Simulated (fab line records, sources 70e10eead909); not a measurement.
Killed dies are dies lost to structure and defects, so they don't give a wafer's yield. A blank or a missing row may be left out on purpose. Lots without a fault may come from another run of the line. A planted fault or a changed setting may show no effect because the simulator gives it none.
fab line records | flow nand_harc
record lots=6 wafers=18 last_day=32
route steps=1302 shown A_CONTACT@1034 END@1302
lots that met no fault: from a run of the same line without faults
start_h: hours from the record's first day to the start of the lot's first wafer shown | wait_h: hours since the lot's step before | " the same as in the row above | L1.1+2: a row that stands for several wafers | - no value, or no start given | * or withheld: withheld | < > ~ a bound
route shown NAME@n: a module of which the file shows steps, and the number in the route of the first | usual: mean/standard deviation of fault-free wafers | same: alike in all rows | chamber/n: place in a boat | sites: the reading at each site | _std_site: their standard deviation | _edge_site: outer sites' mean less inner sites' | radius_mm: how far each site lies from the wafer's centre | mask NAME#n: copy n | behind: the tool/chamber that last shaped the wafer | hold: why the lot was held/for how many hours/how that ended | device: the transistor (n, p or np) that didn't switch | end of line: the same wafers' tests at the end of the route | a step without rows: its recipe alone | killed: dies lost to structure and defects at the first sort, not the wafer's yield | map: a wafer's dies, x killed, . not, _ none there
set.NAME: the setting as run; set.NAME@STEP: as run at that earlier step | model.NAME: the simulator's own value behind a step, which no gauge read
lots at some steps of the route; a table a step, a row a wafer
services: from which hour (start_h, from the record's first day; less than 0 if before it) a tool's chamber was out of use, for how many hours, and why
## steps
# step NHARC_A_CONTACT_SOFTBAKE_64
# recipe temp_c=105 time_s=55
# step NHARC_A_CONTACT_EBR_65
# step NHARC_A_CONTACT_EXPOSE_66
# recipe na=1.35 sigma_outer=0.8 dose_mj=59.02 mask_id=A_CC_2
# step NHARC_A_CONTACT_PEB_67
# recipe peb_temp_c=100 peb_time_s=65
# step NHARC_A_CONTACT_DEVELOP_68
# recipe develop_time_s=35 dev_temp_c=23
# step NHARC_A_CONTACT_CD_MEAS_69
# recipe target_cd_nm=300 landing_energy_ev=500
# usual cd_nm=300.0/0.39
# columns lot.wafer tool chamber start_h wait_h cd_nm
L526.1 cd_sem-03 0 562.93 - 300.0
L526.2 " 0 " " 300.5
L526.4 " 0 " " 300.2
L531.2 cd_sem-01 0 590.66 - 300.0
L531.3 " 0 " " 300.0
L531.4 " 0 " " 300.2
L533.1 cd_sem-02 0 597.42 - 300.2
L533.3 " 0 " " 300.1
L533.5 " 0 " " 300.8
L532.1 cd_sem-03 0 601.11 - 300.3
L532.2 " 0 " " 300.2
L532.5 " 0 " " 300.4
L541.1 cd_sem-03 0 689.13 - 300.0
L541.4 " 0 " " 300.2
L541.6 " 0 " " 300.4
L542.1 cd_sem-01 0 705.75 - 300.2
L542.5 " 0 " " 299.9
L542.6 " 0 " " 300.6
# step NHARC_A_CONTACT_OVL_MEAS_70
# usual overlay_x_nm=-0.1/0.74 overlay_y_nm=-0.1/1
# columns lot.wafer tool chamber start_h wait_h overlay_x_nm overlay_y_nm
L526.1 overlay-01 - 563.02 - 0.0 0.3
L526.2 " - " " -0.1 0.5
L526.4 " - " " -0.4 0.0
L531.2 overlay-01 - 590.74 - -0.2 -1.6
L531.3 " - " " 0.4 -1.9
L531.4 " - " " 0.8 -1.8
L533.1 overlay-01 - 597.51 - -0.4 0.9
L533.3 " - " " -0.5 1.5
L533.5 " - " " -0.7 1.0
L532.1 overlay-02 - 601.19 - 0.4 -1.4
L532.2 " - " " 0.1 -1.7
L532.5 " - " " -0.3 -1.4
L541.1 overlay-01 - 689.22 - 0.1 0.3
L541.4 " - " " -0.3 0.6
L541.6 " - " " -0.1 0.5
L542.1 overlay-01 - 705.84 - -0.4 -1.2
L542.5 " - " " -0.5 -0.7
L542.6 " - " " -0.5 -0.9
# step NHARC_A_CONTACT_INSPECT_71
# usual raw_defect_count=79/43
# columns lot.wafer tool chamber start_h wait_h raw_defect_count
L526.1 defect_inspect-01 - 563.05 0.0 136
L526.2 " - " " 110
L526.4 " - " " 107
L531.2 defect_inspect-02 - 590.78 0.0 108
L531.3 " - " " 113
L531.4 " - " " 104
L533.1 defect_inspect-02 - 597.55 0.0 15
L533.3 " - " " 21
L533.5 " - " " 19
L532.1 defect_inspect-02 - 601.23 0.0 110
L532.2 " - " " 122
L532.5 " - " " 109
L541.1 defect_inspect-01 - 689.26 0.0 50
L541.4 " - " " 71
L541.6 " - " " 65
L542.1 defect_inspect-02 - 705.88 0.0 65
L542.5 " - " " 64
L542.6 " - " " 70
# step NHARC_A_CONTACT_DESCUM_74
# recipe time_s=3 o2_flow_sccm=200 ar_flow_sccm=0 bias_power_w=0 chemistry=O2
# usual drypump_motor_current_A=5.8/0.56 oes_product_au=0.999/0.0068 rf_vpp_V=57.9/0.98 showerhead_plenum_p_Torr=1.92/0.12 throttle_valve_pct=11.310/0.009
# columns lot.wafer tool chamber start_h wait_h drypump_motor_current_A oes_product_au rf_hours_counter_h rf_vpp_V showerhead_plenum_p_Torr throttle_valve_pct
L526.2 rie_diel-03 3 563.11 0.1 6.2 0.991 14 57.3 1.90 11.310
L526.4 " 0 " " 5.1 1.000 17 59.0 2.07 11.311
L526.1 " 2 " " 6.0 1.003 15 58.0 1.76 11.325
L531.2 rie_diel-03 0 590.84 0.1 5.1 1.007 22 57.6 2.07 11.307
L531.4 " 1 " " 6.7 0.998 21 57.5 1.80 11.309
L531.3 " 3 " " 6.2 1.001 19 57.4 1.90 11.336
L533.1 rie_diel-03 3 597.61 0.1 6.2 1.005 21 57.2 1.90 11.314
L533.3 " 0 " " 5.1 1.001 23 59.3 2.07 11.301
L533.5 " 3 " " 6.2 0.999 - 57.0 1.90 11.321
L532.1 rie_diel-03 0 601.30 0.1 5.1 1.003 24 57.6 2.07 11.317
L532.2 " 2 " " 6.0 1.000 22 57.0 1.76 11.308
L532.5 " 0 " " 5.1 1.011 - 58.0 2.07 11.307
L541.1 rie_diel-08 0 689.32 0.1 5.4 0.992 43 58.5 1.79 11.295
L541.4 " 1 " " 6.0 1.014 42 59.3 2.04 11.305
L541.6 " 0 " " 5.4 0.998 - 58.7 1.79 11.302
L542.1 rie_diel-03 2 705.95 0.1 6.1 0.995 9 58.6 2.07 11.289
L542.5 " 0 " " 5.1 1.002 - 60.1 2.06 11.306
L542.6 " 1 " " 6.7 0.998 - 55.6 1.79 11.306
# step NHARC_A_CONTACT_ETCH_75
# recipe target_depth_a=390 over_etch_frac=0.3 time_s=65 ion_energy_ev=80 cf4_flow_sccm=150 ar_flow_sccm=0 rf_w=300 bias_w=100 chemistry=CF4
# usual drypump_motor_current_A=5.9/0.56 oes_product_au=1.000/0.0066 over_etch_frac=0.3/0 rf_vpp_V=151.3/1.6 showerhead_plenum_p_Torr=1.77/0.1 throttle_valve_pct=13.285/0.0088
# columns lot.wafer tool chamber start_h wait_h drypump_motor_current_A oes_product_au over_etch_frac rf_hours_counter_h rf_vpp_V showerhead_plenum_p_Torr throttle_valve_pct
L526.1 rie_diel-03 3 563.20 0.1 6.2 0.995 0.3 14 152.4 1.76 13.287
L526.2 " 0 " " 5.1 0.994 0.3 17 153.2 1.90 13.280
L526.4 " 1 " " 6.7 1.000 0.3 16 150.5 1.67 13.279
L531.4 rie_diel-03 1 590.92 0.1 6.7 0.998 0.3 21 151.3 1.67 13.301
L531.2 " 2 " " 6.0 1.017 0.3 20 148.2 1.64 13.294
L531.3 " 3 " " 6.2 1.005 0.3 19 150.9 1.76 13.284
L533.3 rie_diel-03 0 597.69 0.1 5.1 1.014 0.3 23 152.5 1.90 13.289
L533.1 " 3 " " 6.2 1.004 0.3 21 150.3 1.75 13.312
L533.5 " 1 " " 6.7 0.996 0.3 - 149.9 1.67 13.287
L532.1 rie_diel-03 3 601.38 0.1 6.2 1.006 0.3 21 152.1 1.75 13.278
L532.2 " 1 " " 6.7 1.007 0.3 23 149.1 1.67 13.281
L532.5 " 3 " " 6.2 1.002 0.3 - 151.8 1.75 13.271
L541.4 rie_diel-08 1 689.40 0.1 6.0 1.000 0.3 42 153.0 1.88 13.278
L541.1 " 3 " " 5.3 1.003 0.3 45 151.1 1.75 13.290
L541.6 " 1 " " 6.0 0.998 0.3 - 150.9 1.88 13.267
L542.1 rie_diel-03 0 706.02 0.1 5.1 1.005 0.3 9 152.4 1.90 13.285
L542.5 " 0 " " 5.1 1.009 0.3 - 153.3 1.90 13.283
L542.6 " 1 " " 6.7 0.992 0.3 - 151.1 1.66 13.298
# step NHARC_A_CONTACT_ETCH_76
# recipe target_depth_a=2600 over_etch_frac=0.3 time_s=475.3 ion_energy_ev=200 n2_flow_sccm=150 h2_flow_sccm=150 ar_flow_sccm=0 rf_w=400 bias_w=150 chemistry=N2/H2
# usual drypump_motor_current_A=5.9/0.56 h2_flow_sccm=150.0/0.41 oes_product_au=0.999/0.0069 over_etch_frac=0.3/0 rf_vpp_V=431/3.7 showerhead_plenum_p_Torr=2.05/0.13 throttle_valve_pct=14.170/0.0093
# columns lot.wafer tool chamber start_h wait_h drypump_motor_current_A h2_flow_sccm oes_product_au over_etch_frac rf_hours_counter_h rf_vpp_V showerhead_plenum_p_Torr throttle_valve_pct
L526.2 rie_diel-03 2 - - 6.0 149.6 1.004 0.3 15 425 1.88 14.174
L526.1 " 3 " " 6.2 150.1 1.008 0.3 14 432 2.02 14.165
L526.4 " 0 " " 5.1 150.6 1.002 0.3 17 435 2.21 14.170
L531.2 rie_diel-03 3 - - 6.2 149.9 0.996 0.3 19 430 2.02 14.172
L531.3 " 0 " " 5.1 150.1 1.006 0.3 22 435 2.21 14.177
L531.4 " 1 " " 6.7 149.4 1.004 0.3 21 428 1.91 14.173
L533.1 rie_diel-03 1 - - 6.7 149.8 1.005 0.3 22 428 1.91 14.157
L533.3 " 2 " " 6.0 150.3 0.995 0.3 22 427 1.87 14.168
L533.5 " 0 " " 5.1 150.1 0.996 0.3 - 435 2.21 14.153
L532.1 rie_diel-03 3 - - 6.2 149.3 1.012 0.3 21 430 2.02 14.194
L532.2 " 1 " " 6.7 150.1 1.010 0.3 23 427 1.91 14.172
L532.5 " 2 " " 6.1 150.1 0.996 0.3 - 425 1.87 14.165
L541.1 rie_diel-08 2 - - 5.2 149.9 0.987 0.3 43 426 1.91 14.162
L541.4 " 3 " " 5.2 149.1 0.988 0.3 45 429 2.01 14.169
L541.6 " 1 " " 6.0 150.2 1.000 0.3 - 435 2.18 14.156
L542.1 rie_diel-03 0 - - 5.1 149.3 0.998 0.3 9 435 2.20 14.169
L542.5 " 1 " " 6.7 150.3 0.991 0.3 - 427 1.91 14.179
L542.6 " 2 " " 6.0 149.8 0.992 0.3 - 434 2.22 14.177
# step NHARC_A_CONTACT_ETCH_77
# recipe target_depth_a=1089 time_s=54.5 cf4_flow_sccm=100 chf3_flow_sccm=30 ar_flow_sccm=0 rf_w=500 bias_w=200 chemistry=CF4/CHF3
# usual chf3_flow_sccm=30.01/0.096 drypump_motor_current_A=5.8/0.57 oes_product_au=0.935/0.017 rf_vpp_V=371/3.2 showerhead_plenum_p_Torr=1.58/0.092 throttle_valve_pct=16.804/0.0096
# columns lot.wafer tool chamber start_h wait_h chf3_flow_sccm drypump_motor_current_A oes_product_au rf_hours_counter_h rf_vpp_V showerhead_plenum_p_Torr throttle_valve_pct
L526.2 rie_diel-03 2 - - 29.98 6.0 0.925 15 367 1.46 16.818
L526.4 " 0 " " 29.88 5.1 0.929 17 376 1.70 16.796
L526.1 " 1 " " 30.06 6.7 0.935 16 368 1.48 16.792
L531.4 rie_diel-03 3 - - 29.96 6.2 0.931 20 370 1.56 16.798
L531.2 " 1 " " 29.86 6.7 0.931 21 367 1.48 16.803
L531.3 " 2 " " 30.03 6.0 0.917 20 368 1.46 16.809
L533.3 rie_diel-03 1 - - 29.93 6.6 0.934 23 365 1.48 16.802
L533.1 " 2 " " 30.03 6.0 0.936 22 367 1.46 16.799
L533.5 " 0 " " 29.77 5.1 0.939 - 375 1.69 16.828
L532.1 rie_diel-03 2 - - 30.01 6.0 0.920 23 366 1.46 16.798
L532.2 " 3 " " 30.07 6.2 0.925 22 369 1.56 16.794
L532.5 " 2 " " 29.91 6.0 0.929 - 367 1.46 16.802
L541.4 rie_diel-08 2 - - 29.75 5.2 0.925 44 367 1.48 16.799
L541.1 " 1 " " 30.01 6.0 0.920 42 374 1.67 16.811
L541.6 " 2 " " 30.02 5.2 0.923 - 368 1.48 16.794
L542.1 rie_diel-03 3 - - 30.01 6.2 0.987 8 370 1.56 16.803
L542.5 " 1 " " 29.91 6.7 0.960 - 368 1.48 16.804
L542.6 " 2 " " 30.08 6.0 0.977 - 374 1.70 16.818
# step NHARC_A_CONTACT_ETCH_78
# recipe target_depth_a=53000 over_etch_frac=0.3 time_s=1378 ion_energy_ev=150 o2_flow_sccm=400 cos_flow_sccm=20 ar_flow_sccm=0 rf_w=500 bias_w=300 chemistry=O2/COS
# usual drypump_motor_current_A=5.9/0.56 oes_product_au=1.000/0.0068 over_etch_frac=0.3/0 rf_vpp_V=314.1/2.8 showerhead_plenum_p_Torr=3.12/0.18 throttle_valve_pct=28.330/0.0077
# columns lot.wafer tool chamber start_h wait_h drypump_motor_current_A oes_product_au over_etch_frac rf_hours_counter_h rf_vpp_V showerhead_plenum_p_Torr throttle_valve_pct
L526.1 rie_diel-03 2 563.73 - 6.0 0.992 0.3 16 310.2 2.89 28.321
L526.4 " 0 " " 5.1 0.998 0.3 17 317.7 3.36 28.333
L526.2 " 1 " " 6.7 0.997 0.3 17 310.8 2.94 28.332
L531.4 rie_diel-03 3 591.54 - 6.2 1.005 0.3 20 314.0 3.10 28.342
L531.3 " 0 " " 5.1 1.002 0.3 22 316.8 3.36 28.332
L531.2 " 1 " " 6.7 1.010 0.3 22 311.8 2.94 28.331
L533.1 rie_diel-03 2 598.31 - 6.0 0.993 0.3 22 310.4 2.89 28.326
L533.3 " 0 " " 5.1 1.005 0.3 23 319.6 3.36 28.327
L533.5 " 1 " " 6.7 1.004 0.27269 - 310.1 2.94 28.324
L532.2 rie_diel-03 0 601.90 - 5.1 1.004 0.3 24 317.9 3.36 28.321
L532.1 " 1 " " 6.7 1.004 0.27269 24 312.7 2.94 28.329
L532.5 " 0 " " 5.1 1.011 0.3 - 317.2 3.36 28.325
L541.4 rie_diel-08 3 689.93 - 5.2 0.985 0.3 45 312.5 3.08 28.323
L541.1 " 1 " " 6.0 1.008 0.3 43 316.5 3.32 28.323
L541.6 " 3 " " 5.3 1.002 0.3 - 313.7 3.08 28.332
L542.1 rie_diel-03 0 706.74 - 5.1 1.002 0.3 9 316.8 3.35 28.336
L542.6 " 2 " " 6.0 1.002 0.3 - 317.7 3.37 28.338
L542.5 " 3 " " 6.2 1.006 0.3 - 313.1 3.09 28.325
# step NHARC_A_CONTACT_ETCH_124
# recipe source_w=withheld pressure_mtorr=20 bias_v=withheld time_s=140 target_depth_a=7000 ar_flow_sccm=withheld c4f8_flow_sccm=withheld o2_flow_sccm=withheld chemistry=C4F8/O2/Ar
# columns lot.wafer tool chamber start_h wait_h rf_hours_counter_h
L526.2 har_cap_etch-03 1 564.67 - 53
L526.1 " 0 " " 53
L526.4 " 1 " " -
L531.2 har_cap_etch-01 0 592.42 - 14
L531.4 " 1 " " -
L531.3 " 0 " " -
L533.1 har_cap_etch-02 0 599.19 - 101
L533.3 " 0 " " -
L533.5 " 1 " " -
L532.1 har_cap_etch-03 0 602.83 - 61
L532.2 " 1 " " 61
L532.5 " 1 " " -
L541.1 har_cap_etch-03 0 690.90 - 75
L541.4 " 1 " " -
L541.6 " 1 " " -
L542.1 har_cap_etch-02 0 707.51 - 122
L542.5 " 1 " " -
L542.6 " 0 " " -
# step NHARC_END_SORT_01
# recipe temp_c=25
# usual killed_at_array=54/23 killed_at_other=1.2/1.5 killed_at_periphery=3.9/2.5 killed_dies=59/23 killed_open=3.2/1.7 killed_short=2.4/1.6
# same gross_dies=677
# columns lot.wafer tool chamber start_h wait_h killed_at_array killed_at_other killed_at_periphery killed_dies killed_open killed_short
L531.2 prober-02 0 650.27 2.8 75 0 1 76 3 0
L531.3 prober-02 0 651.07 3.1 76 0 2 78 5 4
L531.4 prober-02 0 651.88 3.4 61 1 2 64 4 1
L532.1 prober-02 0 658.90 2.5 74 0 3 77 3 1
L532.2 prober-02 0 659.70 2.8 72 0 1 73 3 2
L532.5 prober-02 0 662.10 3.7 72 0 3 75 1 4
L541.1 prober-01 0 749.93 2.4 38 0 4 42 3 1
L541.4 prober-01 0 752.34 3.4 37 0 5 42 2 2
L541.6 prober-01 0 753.95 4.0 52 0 4 56 3 2
# killed by level:class
L531.2 A_CHANNEL_HOLE_D1:chamber_film_flake=27 A_SLIT:chamber_film_flake=24 A_CHANNEL_HOLE_D2:chamber_film_flake=19 A_CHANNEL_FILL_D1:geometric_particle:open=2 A_CONTACT:chamber_film_flake=2 P_GATE:geometric_particle:open=1 A_WL_FILL:chamber_film_flake=1
L531.3 A_CHANNEL_HOLE_D1:chamber_film_flake=32 A_SLIT:chamber_film_flake=24 A_CHANNEL_HOLE_D2:chamber_film_flake=10 A_M0:geometric_particle:open=2 P_M1:geometric_particle:open=1 A_SOURCE_PLATE:geometric_particle:short=1 A_CHANNEL_FILL_D1:geometric_particle:short=1 A_CHANNEL_FILL_D1:geometric_particle:open=1
L531.4 A_CHANNEL_HOLE_D1:chamber_film_flake=30 A_SLIT:chamber_film_flake=17 A_CHANNEL_HOLE_D2:chamber_film_flake=9 P_M0:geometric_particle:open=1 A_SOURCE_PLATE:geometric_particle:open=1 A_CHANNEL_FILL_D2:geometric_particle:short=1 A_CONTACT:geometric_particle:open=1 P_GATE:chamber_film_flake=1
L532.1 A_CHANNEL_HOLE_D1:chamber_film_flake=37 A_SLIT:chamber_film_flake=26 A_CHANNEL_HOLE_D2:chamber_film_flake=3 A_ONON_D1:geometric_particle:open=2 P_BONDPAD:chamber_film_flake=2 A_ZERO_WELL:chamber_film_flake=2 A_CONTACT:chamber_film_flake=2 P_GATE:geometric_particle:short=1
L532.2 A_CHANNEL_HOLE_D1:chamber_film_flake=37 A_SLIT:chamber_film_flake=23 A_ZERO_WELL:chamber_film_flake=2 A_STAIRCASE:chamber_film_flake=2 A_CONTACT:chamber_film_flake=2 P_STI:geometric_particle:open=1 A_CHANNEL_FILL_D1:geometric_particle:short=1 A_CHANNEL_FILL_D2:geometric_particle:short=1
L532.5 A_CHANNEL_HOLE_D1:chamber_film_flake=34 A_SLIT:chamber_film_flake=23 A_CONTACT:chamber_film_flake=4 A_ZERO_WELL:chamber_film_flake=3 A_CHANNEL_HOLE_D2:chamber_film_flake=2 A_STAIRCASE:chamber_film_flake=2 P_STI:geometric_particle:open=1 P_M0:geometric_particle:short=1
L541.1 A_SLIT:chamber_film_flake=16 A_CHANNEL_HOLE_D1:chamber_film_flake=11 A_CONTACT:chamber_film_flake=7 P_M0:geometric_particle:short=1 A_WL_FILL:geometric_particle:open=1 A_CONTACT:geometric_particle:open=1 A_BLC:geometric_particle:open=1 P_ZERO_WELL:chamber_film_flake=1
L541.4 A_SLIT:chamber_film_flake=19 A_CHANNEL_HOLE_D1:chamber_film_flake=6 A_CONTACT:chamber_film_flake=6 P_STI:chamber_film_flake=3 P_GATE:chamber_film_flake=2 A_CHANNEL_HOLE_D1:geometric_particle:short=1 A_DECK1_JOINT:geometric_particle:open=1 A_STAIRCASE:chamber_film_flake=1
L541.6 A_SLIT:chamber_film_flake=24 A_CHANNEL_HOLE_D1:chamber_film_flake=14 A_CHANNEL_HOLE_D2:chamber_film_flake=4 A_CONTACT:chamber_film_flake=3 P_GATE:chamber_film_flake=2 P_M0:geometric_particle:short=1 A_CHANNEL_FILL_D1:geometric_particle:open=1 A_CONTACT:geometric_particle:short=1
## services
# columns tool chamber start_h hours kind
rie_diel-03 0 541.02 - clean
rie_diel-03 1 541.02 - clean
rie_diel-03 2 541.02 - clean
rie_diel-03 3 541.02 - clean
rie_diel-03 0 565.52 - clean
rie_diel-03 1 565.52 - clean
rie_diel-03 2 565.52 - clean
rie_diel-03 3 565.52 - clean
rie_diel-03 0 590.02 - clean
rie_diel-03 1 590.02 - clean
rie_diel-03 2 590.02 - clean
rie_diel-03 3 590.02 - clean
har_cap_etch-01 - 599.25 1.1 repair
rie_diel-03 2 608.39 14.6 repair
rie_diel-03 0 614.52 - clean
rie_diel-03 1 614.52 - clean
rie_diel-03 3 614.52 - clean
rie_diel-03 - 635.52 9.0 pm
rie_diel-03 0 635.52 9.0 vent_cycle
rie_diel-03 1 635.52 9.0 vent_cycle
rie_diel-03 2 635.52 9.0 vent_cycle
rie_diel-03 3 635.52 9.0 vent_cycle
rie_diel-03 0 644.52 - clean
rie_diel-08 3 694.65 5.5 repair
## key
first_sign step=NHARC_A_CONTACT_ETCH_78 reading=over_etch_frac direction=down sigmas=99+ usual=0.3 struck=0.27269
effect none on later readings
met_at NHARC_A_CONTACT_ETCH_78
struck_wafers L532.1,L533.5
tester_left_out L532,L533
onset_between 591.54 598.31
fault kind=process_parameter_drift tool=rie_diel-03 chamber=1 onset_h=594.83 steps=NHARC_A_CONTACT_ETCH_78 channel=over_etch_frac offset=-0.027306 shape=step end_h=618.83 acts_in=these_recipes_only stated=0.3
# tester_left_out: of these lots the tester's yield and bins aren't shown, on N5 and GAA mostly nor the transistor test; their killed dies are dies lost to structure and defects alone, not to doping, threshold or leakage, so they don't give the yield
